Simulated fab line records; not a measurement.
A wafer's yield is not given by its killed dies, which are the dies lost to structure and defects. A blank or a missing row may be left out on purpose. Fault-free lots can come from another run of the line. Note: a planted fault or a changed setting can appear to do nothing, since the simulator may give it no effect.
fab line records / flow nand_harc / part 2 of 2: steps 27 to 34 of 34
[record] lots = 5 wafers = 15 last_day = 34
route steps=1302 shown A_M0@1157 A_M1@1169
lots untouched by any fault: they come from a run of this same line in which no faults occurred
start_h: the number of hours between the record's first day and the start of the first shown wafer of the lot / wait_h: how many hours have passed since the lot's step before this one / " unchanged from the row above / L1.1+2: several wafers, shown together as one row / - no value, or no start given / * or withheld: withheld / < > ~ a bound
route shown NAME@n: a module of which the file shows steps, and the number in the route of the first / usual: the fault-free wafers' mean and standard deviation / same: alike in all rows / chamber/n: place in a boat / sites: readings site by site / _std_site: standard deviation across them / _edge_site: the outer-site mean with the inner-site mean subtracted / radius_mm: how far each site lies from the wafer's centre / mask NAME#n: copy n / behind: the last tool/chamber to shape the wafer / hold: cause of the lot's hold/its duration in hours/its outcome / device: the n, p or np transistor that did not switch / end of line: the route-end tests of the same wafers / a step with no rows: only its recipe / killed: count of dies lost to structure and defects at first sort (not the wafer's yield) / map: dies across one wafer; x = killed, . = not, _ = none there
set.NAME: the setting the step ran with; set.NAME@STEP: the setting that earlier step ran with / model.NAME: the simulator's own value behind a step, which no gauge read
lots at selected steps of the route; one table per step, one row per wafer
services: from which hour (start_h, from the record's first day; less than 0 if before it) a tool's chamber was out of use, for how many hours, and why
[[steps]]
[step NHARC_A_M1_ETCH_15]
[recipe] target_depth_a = 1825 time_s = 91.2 c4f8_flow_sccm = withheld ar_flow_sccm = 400 rf_w = 600 bias_w = 300 chemistry = C4F8/Ar
[usual] oes_product_au = 0.952/0.022 rf_vpp_V = 442.0/2.6
lot.wafer=L075.1 tool=rie_diel-02 chamber=1 start_h=- wait_h=- oes_product_au=0.935 rf_hours_counter_h=5 rf_vpp_V=441.4
lot.wafer=L075.2 tool=rie_diel-02 chamber=2 start_h=- wait_h=- oes_product_au=0.919 rf_hours_counter_h=5 rf_vpp_V=445.8
lot.wafer=L075.5 tool=rie_diel-02 chamber=1 start_h=- wait_h=- oes_product_au=0.933 rf_hours_counter_h=- rf_vpp_V=442.5
lot.wafer=L081.2 tool=rie_diel-02 chamber=0 start_h=- wait_h=- oes_product_au=0.943 rf_hours_counter_h=0 rf_vpp_V=442.4
lot.wafer=L081.3 tool=rie_diel-02 chamber=2 start_h=- wait_h=- oes_product_au=0.945 rf_hours_counter_h=0 rf_vpp_V=444.3
lot.wafer=L081.6 tool=rie_diel-02 chamber=0 start_h=- wait_h=- oes_product_au=0.946 rf_hours_counter_h=- rf_vpp_V=442.0
lot.wafer=L083.4 tool=rie_diel-02 chamber=1 start_h=- wait_h=- oes_product_au=0.961 rf_hours_counter_h=2 rf_vpp_V=441.8
lot.wafer=L083.2 tool=rie_diel-02 chamber=3 start_h=- wait_h=- oes_product_au=0.979 rf_hours_counter_h=2 rf_vpp_V=441.0
lot.wafer=L083.5 tool=rie_diel-02 chamber=0 start_h=- wait_h=- oes_product_au=0.946 rf_hours_counter_h=- rf_vpp_V=441.6
lot.wafer=L091.2 tool=rie_diel-04 chamber=3 start_h=- wait_h=- oes_product_au=0.932 rf_hours_counter_h=9 rf_vpp_V=442.1
lot.wafer=L091.3 tool=rie_diel-04 chamber=2 start_h=- wait_h=- oes_product_au=0.913 rf_hours_counter_h=10 rf_vpp_V=439.9
lot.wafer=L091.5 tool=rie_diel-04 chamber=3 start_h=- wait_h=- oes_product_au=0.929 rf_hours_counter_h=- rf_vpp_V=442.4
lot.wafer=L097.1 tool=rie_diel-13 chamber=3 start_h=- wait_h=- oes_product_au=0.918 rf_hours_counter_h=3 rf_vpp_V=446.6
lot.wafer=L097.5 tool=rie_diel-13 chamber=0 start_h=- wait_h=- oes_product_au=0.932 rf_hours_counter_h=- rf_vpp_V=436.3
lot.wafer=L097.6 tool=rie_diel-13 chamber=1 start_h=- wait_h=- oes_product_au=0.920 rf_hours_counter_h=- rf_vpp_V=442.1
[step NHARC_A_M1_CD_MEAS_16]
[usual] cd_nm = 120.0/0.74
lot.wafer=L075.1 tool=cd_sem-02 chamber=- start_h=548.42 wait_h=- cd_nm=119.8
lot.wafer=L075.2 tool=cd_sem-02 chamber=- start_h=548.42 wait_h=- cd_nm=119.9
lot.wafer=L075.5 tool=cd_sem-02 chamber=- start_h=548.42 wait_h=- cd_nm=119.6
lot.wafer=L081.2 tool=cd_sem-02 chamber=- start_h=613.34 wait_h=- cd_nm=120.1
lot.wafer=L081.3 tool=cd_sem-02 chamber=- start_h=613.34 wait_h=- cd_nm=118.9
lot.wafer=L081.6 tool=cd_sem-02 chamber=- start_h=613.34 wait_h=- cd_nm=119.5
lot.wafer=L083.2 tool=cd_sem-03 chamber=- start_h=650.67 wait_h=- cd_nm=120.5
lot.wafer=L083.4 tool=cd_sem-03 chamber=- start_h=650.67 wait_h=- cd_nm=120.5
lot.wafer=L083.5 tool=cd_sem-03 chamber=- start_h=650.67 wait_h=- cd_nm=121.9
lot.wafer=L091.2 tool=cd_sem-03 chamber=- start_h=698.30 wait_h=- cd_nm=119.4
lot.wafer=L091.3 tool=cd_sem-03 chamber=- start_h=698.30 wait_h=- cd_nm=120.2
lot.wafer=L091.5 tool=cd_sem-03 chamber=- start_h=698.30 wait_h=- cd_nm=120.6
lot.wafer=L097.1 tool=cd_sem-02 chamber=- start_h=775.25 wait_h=- cd_nm=119.4
lot.wafer=L097.5 tool=cd_sem-02 chamber=- start_h=775.25 wait_h=- cd_nm=119.6
lot.wafer=L097.6 tool=cd_sem-02 chamber=- start_h=775.25 wait_h=- cd_nm=119.8
[step NHARC_A_M1_STRIP_18]
[recipe] power_w = 1000 n2_flow_sccm = 150 h2_flow_sccm = 150 ar_flow_sccm = 0 bias_w = 0 chemistry = N2/H2
[usual] drypump_motor_current_A = 5.7/0.39 oes_product_au = 0.998/0.011 rf_vpp_V = 90.9/0.89 showerhead_plenum_p_Torr = 2.08/0.066 throttle_valve_pct = 14.171/0.0089
lot.wafer=L075.1 tool=rie_diel-13 chamber=1 start_h=548.53 wait_h=0.1 drypump_motor_current_A=5.3 oes_product_au=0.986 rf_hours_counter_h=1.3 rf_vpp_V=90.8 showerhead_plenum_p_Torr=2.11 throttle_valve_pct=14.171
lot.wafer=L075.2 tool=rie_diel-13 chamber=3 start_h=548.53 wait_h=0.1 drypump_motor_current_A=6.1 oes_product_au=1.005 rf_hours_counter_h=1.9 rf_vpp_V=92.8 showerhead_plenum_p_Torr=2.18 throttle_valve_pct=14.175
lot.wafer=L075.5 tool=rie_diel-13 chamber=0 start_h=548.53 wait_h=0.1 drypump_motor_current_A=5.8 oes_product_au=0.993 rf_hours_counter_h=- rf_vpp_V=91.0 showerhead_plenum_p_Torr=1.90 throttle_valve_pct=14.174
lot.wafer=L081.2 tool=rie_diel-13 chamber=2 start_h=613.41 wait_h=0.1 drypump_motor_current_A=5.5 oes_product_au=0.993 rf_hours_counter_h=4.7 rf_vpp_V=91.8 showerhead_plenum_p_Torr=2.16 throttle_valve_pct=14.181
lot.wafer=L081.3 tool=rie_diel-13 chamber=3 start_h=613.41 wait_h=0.1 drypump_motor_current_A=6.0 oes_product_au=1.000 rf_hours_counter_h=4.8 rf_vpp_V=91.8 showerhead_plenum_p_Torr=2.17 throttle_valve_pct=14.158
lot.wafer=L081.6 tool=rie_diel-13 chamber=2 start_h=613.41 wait_h=0.1 drypump_motor_current_A=5.5 oes_product_au=1.000 rf_hours_counter_h=- rf_vpp_V=92.0 showerhead_plenum_p_Torr=2.16 throttle_valve_pct=14.163
lot.wafer=L083.4 tool=rie_diel-04 chamber=0 start_h=650.74 wait_h=0.1 drypump_motor_current_A=6.2 oes_product_au=0.988 rf_hours_counter_h=6.5 rf_vpp_V=88.5 showerhead_plenum_p_Torr=2.05 throttle_valve_pct=14.170
lot.wafer=L083.2 tool=rie_diel-04 chamber=2 start_h=650.74 wait_h=0.1 drypump_motor_current_A=5.3 oes_product_au=0.992 rf_hours_counter_h=8.0 rf_vpp_V=90.0 showerhead_plenum_p_Torr=2.00 throttle_valve_pct=14.181
lot.wafer=L083.5 tool=rie_diel-04 chamber=1 start_h=650.74 wait_h=0.1 drypump_motor_current_A=5.9 oes_product_au=1.011 rf_hours_counter_h=- rf_vpp_V=90.9 showerhead_plenum_p_Torr=2.15 throttle_valve_pct=14.174
lot.wafer=L091.3 tool=rie_diel-02 chamber=3 start_h=698.38 wait_h=0.1 drypump_motor_current_A=6.2 oes_product_au=1.015 rf_hours_counter_h=3.3 rf_vpp_V=89.6 showerhead_plenum_p_Torr=2.06 throttle_valve_pct=14.182
lot.wafer=L091.2 tool=rie_diel-02 chamber=0 start_h=698.38 wait_h=0.1 drypump_motor_current_A=5.0 oes_product_au=0.988 rf_hours_counter_h=3.3 rf_vpp_V=91.3 showerhead_plenum_p_Torr=2.08 throttle_valve_pct=14.162
lot.wafer=L091.5 tool=rie_diel-02 chamber=0 start_h=698.38 wait_h=0.1 drypump_motor_current_A=5.0 oes_product_au=0.987 rf_hours_counter_h=- rf_vpp_V=91.4 showerhead_plenum_p_Torr=2.08 throttle_valve_pct=14.168
lot.wafer=L097.1 tool=rie_diel-04 chamber=3 start_h=775.35 wait_h=0.1 drypump_motor_current_A=6.1 oes_product_au=1.010 rf_hours_counter_h=2.8 rf_vpp_V=91.3 showerhead_plenum_p_Torr=2.10 throttle_valve_pct=14.172
lot.wafer=L097.6 tool=rie_diel-04 chamber=2 start_h=775.35 wait_h=0.1 drypump_motor_current_A=5.3 oes_product_au=0.996 rf_hours_counter_h=- rf_vpp_V=89.5 showerhead_plenum_p_Torr=2.00 throttle_valve_pct=14.169
lot.wafer=L097.5 tool=rie_diel-04 chamber=3 start_h=775.35 wait_h=0.1 drypump_motor_current_A=6.1 oes_product_au=1.014 rf_hours_counter_h=- rf_vpp_V=90.4 showerhead_plenum_p_Torr=2.10 throttle_valve_pct=14.174
[step NHARC_A_M1_ETCH_28]
[recipe] target_depth_a = 300 over_etch_frac = 0.3 time_s = 72.99 ion_energy_ev = 150 cf4_flow_sccm = 50 n2_flow_sccm = 100 ar_flow_sccm = 150 rf_w = 300 bias_w = 100 chemistry = CF4/N2
[usual] cf4_flow_sccm = 50.00/0.16 drypump_motor_current_A = 5.7/0.39 oes_product_au = 0.998/0.011 rf_vpp_V = 315.0/1.5 showerhead_plenum_p_Torr = 2.68/0.081 throttle_valve_pct = 19.795/0.0089
lot.wafer=L075.2 tool=rie_diel-13 chamber=0 start_h=- wait_h=- cf4_flow_sccm=50.21 drypump_motor_current_A=5.8 oes_product_au=1.001 rf_hours_counter_h=1.6 rf_vpp_V=311.7 showerhead_plenum_p_Torr=2.45 throttle_valve_pct=19.794
lot.wafer=L075.1 tool=rie_diel-13 chamber=1 start_h=- wait_h=- cf4_flow_sccm=50.00 drypump_motor_current_A=5.3 oes_product_au=0.983 rf_hours_counter_h=1.4 rf_vpp_V=315.5 showerhead_plenum_p_Torr=2.71 throttle_valve_pct=19.799
lot.wafer=L075.5 tool=rie_diel-13 chamber=0 start_h=- wait_h=- cf4_flow_sccm=50.42 drypump_motor_current_A=5.8 oes_product_au=1.006 rf_hours_counter_h=- rf_vpp_V=312.3 showerhead_plenum_p_Torr=2.45 throttle_valve_pct=19.804
lot.wafer=L081.2 tool=rie_diel-13 chamber=2 start_h=- wait_h=- cf4_flow_sccm=50.02 drypump_motor_current_A=5.5 oes_product_au=1.003 rf_hours_counter_h=4.7 rf_vpp_V=317.7 showerhead_plenum_p_Torr=2.77 throttle_valve_pct=19.797
lot.wafer=L081.3 tool=rie_diel-13 chamber=3 start_h=- wait_h=- cf4_flow_sccm=49.92 drypump_motor_current_A=6.0 oes_product_au=1.009 rf_hours_counter_h=4.9 rf_vpp_V=315.7 showerhead_plenum_p_Torr=2.79 throttle_valve_pct=19.802
lot.wafer=L081.6 tool=rie_diel-13 chamber=3 start_h=- wait_h=- cf4_flow_sccm=49.90 drypump_motor_current_A=6.0 oes_product_au=1.010 rf_hours_counter_h=- rf_vpp_V=317.0 showerhead_plenum_p_Torr=2.79 throttle_valve_pct=19.804
lot.wafer=L083.4 tool=rie_diel-04 chamber=1 start_h=- wait_h=- cf4_flow_sccm=50.04 drypump_motor_current_A=5.8 oes_product_au=0.987 rf_hours_counter_h=8.0 rf_vpp_V=316.4 showerhead_plenum_p_Torr=2.76 throttle_valve_pct=19.803
lot.wafer=L083.2 tool=rie_diel-04 chamber=3 start_h=- wait_h=- cf4_flow_sccm=50.05 drypump_motor_current_A=6.1 oes_product_au=1.022 rf_hours_counter_h=6.7 rf_vpp_V=316.8 showerhead_plenum_p_Torr=2.70 throttle_valve_pct=19.781
lot.wafer=L083.5 tool=rie_diel-04 chamber=1 start_h=- wait_h=- cf4_flow_sccm=49.64 drypump_motor_current_A=5.9 oes_product_au=0.997 rf_hours_counter_h=- rf_vpp_V=316.1 showerhead_plenum_p_Torr=2.76 throttle_valve_pct=19.797
lot.wafer=L091.3 tool=rie_diel-02 chamber=1 start_h=- wait_h=- cf4_flow_sccm=50.11 drypump_motor_current_A=5.8 oes_product_au=1.006 rf_hours_counter_h=3.1 rf_vpp_V=313.5 showerhead_plenum_p_Torr=2.62 throttle_valve_pct=19.798
lot.wafer=L091.2 tool=rie_diel-02 chamber=3 start_h=- wait_h=- cf4_flow_sccm=49.93 drypump_motor_current_A=6.3 oes_product_au=1.007 rf_hours_counter_h=3.4 rf_vpp_V=314.4 showerhead_plenum_p_Torr=2.65 throttle_valve_pct=19.790
lot.wafer=L091.5 tool=rie_diel-02 chamber=3 start_h=- wait_h=- cf4_flow_sccm=50.20 drypump_motor_current_A=6.2 oes_product_au=1.009 rf_hours_counter_h=- rf_vpp_V=313.5 showerhead_plenum_p_Torr=2.65 throttle_valve_pct=19.778
lot.wafer=L097.1 tool=rie_diel-04 chamber=1 start_h=- wait_h=- cf4_flow_sccm=50.29 drypump_motor_current_A=5.8 oes_product_au=0.988 rf_hours_counter_h=2.7 rf_vpp_V=315.9 showerhead_plenum_p_Torr=2.75 throttle_valve_pct=19.794
lot.wafer=L097.6 tool=rie_diel-04 chamber=1 start_h=- wait_h=- cf4_flow_sccm=50.24 drypump_motor_current_A=5.8 oes_product_au=1.004 rf_hours_counter_h=- rf_vpp_V=315.5 showerhead_plenum_p_Torr=2.75 throttle_valve_pct=19.787
lot.wafer=L097.5 tool=rie_diel-04 chamber=2 start_h=- wait_h=- cf4_flow_sccm=49.97 drypump_motor_current_A=5.4 oes_product_au=0.991 rf_hours_counter_h=- rf_vpp_V=313.3 showerhead_plenum_p_Torr=2.58 throttle_valve_pct=19.797
[step NHARC_A_M1_STRIP_19]
[recipe] time_s = 600 temp_c = 30 chemistry = post_etch_residue_remover
lot.wafer=L075.2+1+5 tool=wet_bench-08 chamber=1,2,6 start_h=548.87 wait_h=-
lot.wafer=L081.6+3+2 tool=wet_bench-10 chamber=1,2,3 start_h=613.78 wait_h=-
lot.wafer=L083.5+2+4 tool=wet_bench-10 chamber=5,7,1 start_h=651.12 wait_h=-
lot.wafer=L091.3+5+2 tool=wet_bench-08 chamber=4,6,1 start_h=698.81 wait_h=-
lot.wafer=L097.1+6+5 tool=wet_bench-10 chamber=4,5,7 start_h=775.71 wait_h=-
[step NHARC_A_M1_DEGAS_29]
[recipe] temp_c = 250 time_s = 60
[usual] heater_power_w = 317/36
lot.wafer=L075.1 tool=pvd_sputter-01 chamber=- start_h=549.14 wait_h=- heater_power_w=323
lot.wafer=L075.2 tool=pvd_sputter-01 chamber=- start_h=549.14 wait_h=- heater_power_w=272
lot.wafer=L075.5 tool=pvd_sputter-01 chamber=- start_h=549.14 wait_h=- heater_power_w=372
lot.wafer=L081.2 tool=pvd_sputter-02 chamber=- start_h=614.07 wait_h=- heater_power_w=302
lot.wafer=L081.3 tool=pvd_sputter-02 chamber=- start_h=614.07 wait_h=- heater_power_w=335
lot.wafer=L081.6 tool=pvd_sputter-02 chamber=- start_h=614.07 wait_h=- heater_power_w=274
lot.wafer=L083.2 tool=pvd_sputter-02 chamber=- start_h=651.38 wait_h=- heater_power_w=295
lot.wafer=L083.4 tool=pvd_sputter-02 chamber=- start_h=651.38 wait_h=- heater_power_w=328
lot.wafer=L083.5 tool=pvd_sputter-02 chamber=- start_h=651.38 wait_h=- heater_power_w=298
lot.wafer=L091.2 tool=pvd_sputter-02 chamber=- start_h=699.08 wait_h=- heater_power_w=264
lot.wafer=L091.3 tool=pvd_sputter-02 chamber=- start_h=699.08 wait_h=- heater_power_w=312
lot.wafer=L091.5 tool=pvd_sputter-02 chamber=- start_h=699.08 wait_h=- heater_power_w=268
lot.wafer=L097.1 tool=pvd_sputter-02 chamber=- start_h=775.97 wait_h=- heater_power_w=252
lot.wafer=L097.5 tool=pvd_sputter-02 chamber=- start_h=775.97 wait_h=- heater_power_w=263
lot.wafer=L097.6 tool=pvd_sputter-02 chamber=- start_h=775.97 wait_h=- heater_power_w=267
[step NHARC_A_M1_PRE_CLEAN_30]
[recipe] time_s = 30 temp_c = 280 gas = H2/He
[usual] heater_power_w = 388/43
lot.wafer=L075.2 tool=pvd_sputter-01 chamber=- start_h=- wait_h=- heater_power_w=342
lot.wafer=L075.1 tool=pvd_sputter-01 chamber=- start_h=- wait_h=- heater_power_w=419
lot.wafer=L075.5 tool=pvd_sputter-01 chamber=- start_h=- wait_h=- heater_power_w=421
lot.wafer=L081.2 tool=pvd_sputter-02 chamber=- start_h=- wait_h=- heater_power_w=372
lot.wafer=L081.3 tool=pvd_sputter-02 chamber=- start_h=- wait_h=- heater_power_w=411
lot.wafer=L081.6 tool=pvd_sputter-02 chamber=- start_h=- wait_h=- heater_power_w=367
lot.wafer=L083.4 tool=pvd_sputter-02 chamber=- start_h=- wait_h=- heater_power_w=339
lot.wafer=L083.2 tool=pvd_sputter-02 chamber=- start_h=- wait_h=- heater_power_w=367
lot.wafer=L083.5 tool=pvd_sputter-02 chamber=- start_h=- wait_h=- heater_power_w=339
lot.wafer=L091.2 tool=pvd_sputter-02 chamber=- start_h=- wait_h=- heater_power_w=404
lot.wafer=L091.3 tool=pvd_sputter-02 chamber=- start_h=- wait_h=- heater_power_w=320
lot.wafer=L091.5 tool=pvd_sputter-02 chamber=- start_h=- wait_h=- heater_power_w=338
lot.wafer=L097.1 tool=pvd_sputter-02 chamber=- start_h=- wait_h=- heater_power_w=404
lot.wafer=L097.5 tool=pvd_sputter-02 chamber=- start_h=- wait_h=- heater_power_w=320
lot.wafer=L097.6 tool=pvd_sputter-02 chamber=- start_h=- wait_h=- heater_power_w=323
[step NHARC_A_M1_PVD_20]
[recipe] target_thk_a = 50 bias_v = 168.6 power_w = 15000 chamber_pressure_pa = 0.12 time_s = 8.06 substrate_temp_c = 50 material = TaN
[usual] substrate_temp_c = 50.00/0.12 throttle_valve_pct = 30.2/0.72
lot.wafer=L075.1 tool=pvd_sputter-01 chamber=- start_h=- wait_h=- substrate_temp_c=49.99 throttle_valve_pct=29.4
lot.wafer=L075.2 tool=pvd_sputter-01 chamber=- start_h=- wait_h=- substrate_temp_c=49.90 throttle_valve_pct=29.3
lot.wafer=L075.5 tool=pvd_sputter-01 chamber=- start_h=- wait_h=- substrate_temp_c=50.02 throttle_valve_pct=29.1
lot.wafer=L081.3 tool=pvd_sputter-02 chamber=- start_h=- wait_h=- substrate_temp_c=50.04 throttle_valve_pct=31.2
lot.wafer=L081.2 tool=pvd_sputter-02 chamber=- start_h=- wait_h=- substrate_temp_c=50.00 throttle_valve_pct=30.1
lot.wafer=L081.6 tool=pvd_sputter-02 chamber=- start_h=- wait_h=- substrate_temp_c=50.09 throttle_valve_pct=31.4
lot.wafer=L083.2 tool=pvd_sputter-02 chamber=- start_h=- wait_h=- substrate_temp_c=49.83 throttle_valve_pct=31.4
lot.wafer=L083.4 tool=pvd_sputter-02 chamber=- start_h=- wait_h=- substrate_temp_c=50.07 throttle_valve_pct=31.3
lot.wafer=L083.5 tool=pvd_sputter-02 chamber=- start_h=- wait_h=- substrate_temp_c=49.83 throttle_valve_pct=31.1
lot.wafer=L091.3 tool=pvd_sputter-02 chamber=- start_h=- wait_h=- substrate_temp_c=50.18 throttle_valve_pct=29.9
lot.wafer=L091.2 tool=pvd_sputter-02 chamber=- start_h=- wait_h=- substrate_temp_c=50.39 throttle_valve_pct=31.2
lot.wafer=L091.5 tool=pvd_sputter-02 chamber=- start_h=- wait_h=- substrate_temp_c=49.92 throttle_valve_pct=30.3
lot.wafer=L097.1 tool=pvd_sputter-02 chamber=- start_h=- wait_h=- substrate_temp_c=49.91 throttle_valve_pct=30.1
lot.wafer=L097.6 tool=pvd_sputter-02 chamber=- start_h=- wait_h=- substrate_temp_c=49.90 throttle_valve_pct=29.8
lot.wafer=L097.5 tool=pvd_sputter-02 chamber=- start_h=- wait_h=- substrate_temp_c=49.98 throttle_valve_pct=30.1
[[services]]
tool=rie_diel-04 chamber=- start_h=521.86 hours=3.0 kind=repair
tool=litho_track-06 chamber=- start_h=529.00 hours=7.0 kind=pm
tool=rie_diel-04 chamber=- start_h=531.90 hours=9.0 kind=pm
tool=rie_diel-02 chamber=0 start_h=532.83 hours=4.0 kind=repair
tool=rie_diel-02 chamber=3 start_h=549.11 hours=5.0 kind=repair
tool=litho_track-04 chamber=- start_h=553.00 hours=7.0 kind=pm
tool=pvd_sputter-02 chamber=- start_h=556.57 hours=2.6 kind=repair
tool=rie_diel-02 chamber=- start_h=570.82 hours=9.0 kind=pm
tool=pvd_sputter-02 chamber=- start_h=637.99 hours=2.9 kind=repair
tool=rie_diel-13 chamber=2 start_h=669.42 hours=3.1 kind=repair
tool=rie_diel-02 chamber=2 start_h=670.44 hours=2.7 kind=repair
tool=pvd_sputter-02 chamber=- start_h=677.78 hours=10.0 kind=pm
tool=rie_diel-02 chamber=2 start_h=678.53 hours=9.0 kind=repair
tool=litho_track-01 chamber=- start_h=680.00 hours=7.0 kind=pm
tool=rie_diel-02 chamber=1 start_h=682.17 hours=4.2 kind=repair
tool=rie_diel-02 chamber=2 start_h=693.29 hours=8.1 kind=repair
tool=rie_diel-13 chamber=- start_h=696.26 hours=9.0 kind=pm
tool=litho_track-06 chamber=- start_h=704.00 hours=7.0 kind=pm
tool=rie_diel-04 chamber=- start_h=708.90 hours=9.0 kind=pm
tool=pvd_sputter-02 chamber=- start_h=712.75 hours=22.6 kind=repair
tool=rie_diel-02 chamber=1 start_h=718.12 hours=6.8 kind=repair
tool=litho_track-04 chamber=- start_h=728.00 hours=7.0 kind=pm
tool=rie_diel-02 chamber=- start_h=747.82 hours=9.0 kind=pm
tool=rie_diel-02 chamber=3 start_h=762.61 hours=7.1 kind=repair
